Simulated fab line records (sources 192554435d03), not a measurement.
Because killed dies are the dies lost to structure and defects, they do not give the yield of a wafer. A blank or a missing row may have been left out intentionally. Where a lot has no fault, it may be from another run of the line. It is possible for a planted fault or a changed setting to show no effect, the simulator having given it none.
Chamber matching    flow n5Finfet    N5_BEOL_M6_DESCUM_33 on rieDiel-04 has 4 sister chambers
The step chemistry O2, time 7 s. 4 wafers are shown with their chamber, then 11 later ones without.

WAFERS, EACH WITH ITS CHAMBER
wafer   chamber  showerheadPlenumPTorr (Torr)
L088.6  0        2.12
L091.1  2        2.09
L091.5  3        2.02
L090.1  1        1.98

WAFERS WHOSE CHAMBER IS MISSING
wafer   showerheadPlenumPTorr (Torr)
L090.3  2.02
L090.5  2.02
L096.2  2.01
L096.3  2.09
L096.4  2.01
L095.2  2.01
L095.4  2.09
L095.5  2.01
L097.1  1.97
L097.4  2.11
L097.6  1.97

EACH ONE'S CHAMBER
wafer   from the rows above      in truth
L090.3  3                        3
L090.5  3                        3
L096.2  3                        3
L096.3  2                        2
L096.4  3                        3
L095.2  3                        3
L095.4  2                        2
L095.5  3                        3
L097.1  1                        1
L097.4  can't be placed: 0 or 2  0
L097.6  1                        1
10 of 11 placed correctly. Can't be placed from these rows: 1 (the true chamber is among the candidates in 1). 0 placed wrongly.
How it was worked out, from the rows above alone: a wafer's distance from a chamber is the root of the sum, over the readings, of the square of ((its reading less the chamber's mean) divided by the reading's scatter). If the next closest chamber is less than 2 further off than the closest, the wafer can't be placed; otherwise it belongs to the closest. Each chamber's mean is taken over the wafers shown for it. The scatter (one wafer shown for each chamber): square how far every hidden wafer sits from the nearest shown wafer, average those squares and take the square root.
